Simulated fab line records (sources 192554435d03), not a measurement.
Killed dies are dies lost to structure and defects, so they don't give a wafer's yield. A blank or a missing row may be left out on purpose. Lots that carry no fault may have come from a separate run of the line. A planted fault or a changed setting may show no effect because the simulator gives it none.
Chamber matching || flow n5-finfet || N5_BEOL_M1_ILD_DEP_00 on pecvd-02 has 3 sister chambers
The step deposits SiOC from DEMS/O2, target thk 79 nm, time 15.3 s. 6 wafers are shown with their chamber, then 9 later ones without.

WAFERS, EACH WITH ITS CHAMBER
{"wafer": "L078.1", "chamber": 0, "heater-power-w (W)": 477, "showerhead-plenum-p-Torr (Torr)": 5.687}
{"wafer": "L079.3", "chamber": 0, "heater-power-w (W)": 402, "showerhead-plenum-p-Torr (Torr)": 5.704}
{"wafer": "L088.5", "chamber": 1, "heater-power-w (W)": 576, "showerhead-plenum-p-Torr (Torr)": 5.677}
{"wafer": "L089.3", "chamber": 2, "heater-power-w (W)": 326, "showerhead-plenum-p-Torr (Torr)": 5.704}
{"wafer": "L089.5", "chamber": 2, "heater-power-w (W)": 337, "showerhead-plenum-p-Torr (Torr)": 5.694}
{"wafer": "L089.6", "chamber": 1, "heater-power-w (W)": 614, "showerhead-plenum-p-Torr (Torr)": 5.683}

WAFERS WHOSE CHAMBER IS MISSING
{"wafer": "L090.1", "heater-power-w (W)": 608, "showerhead-plenum-p-Torr (Torr)": 5.683}
{"wafer": "L090.2", "heater-power-w (W)": 383, "showerhead-plenum-p-Torr (Torr)": 5.684}
{"wafer": "L090.4", "heater-power-w (W)": 435, "showerhead-plenum-p-Torr (Torr)": 5.692}
{"wafer": "L095.1", "heater-power-w (W)": 337, "showerhead-plenum-p-Torr (Torr)": 5.684}
{"wafer": "L095.2", "heater-power-w (W)": 450, "showerhead-plenum-p-Torr (Torr)": 5.697}
{"wafer": "L095.5", "heater-power-w (W)": 445, "showerhead-plenum-p-Torr (Torr)": 5.682}
{"wafer": "L097.2", "heater-power-w (W)": 479, "showerhead-plenum-p-Torr (Torr)": 5.697}
{"wafer": "L097.5", "heater-power-w (W)": 480, "showerhead-plenum-p-Torr (Torr)": 5.696}
{"wafer": "L097.6", "heater-power-w (W)": 365, "showerhead-plenum-p-Torr (Torr)": 5.690}

EACH ONE'S CHAMBER
{"wafer": "L090.1", "from the rows above": 1, "in truth": 1}
{"wafer": "L090.2", "from the rows above": "can't be placed: 0 or 2", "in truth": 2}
{"wafer": "L090.4", "from the rows above": 0, "in truth": 0}
{"wafer": "L095.1", "from the rows above": "can't be placed: 2 or 0", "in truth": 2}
{"wafer": "L095.2", "from the rows above": 0, "in truth": 0}
{"wafer": "L095.5", "from the rows above": 0, "in truth": 0}
{"wafer": "L097.2", "from the rows above": 0, "in truth": 0}
{"wafer": "L097.5", "from the rows above": 0, "in truth": 0}
{"wafer": "L097.6", "from the rows above": "can't be placed: 2 or 0", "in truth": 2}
Placed correctly: 6 of 9. Can't be placed from these rows: 3 (the true chamber is among the candidates in 3). Wrongly placed: 0.
How it was worked out, from the rows above alone: a wafer's distance from a chamber is the root of the sum, over the readings, of the square of ((its reading less the chamber's mean) divided by the reading's scatter). If the next closest chamber is less than 2 further off than the closest, the wafer can't be placed; otherwise it belongs to the closest. Each chamber's mean is taken over the wafers shown for it. How the scatter is found: for the shown wafers, subtract from each reading the mean of its chamber, square and add these, divide the total by (wafers less chambers), then take the root.
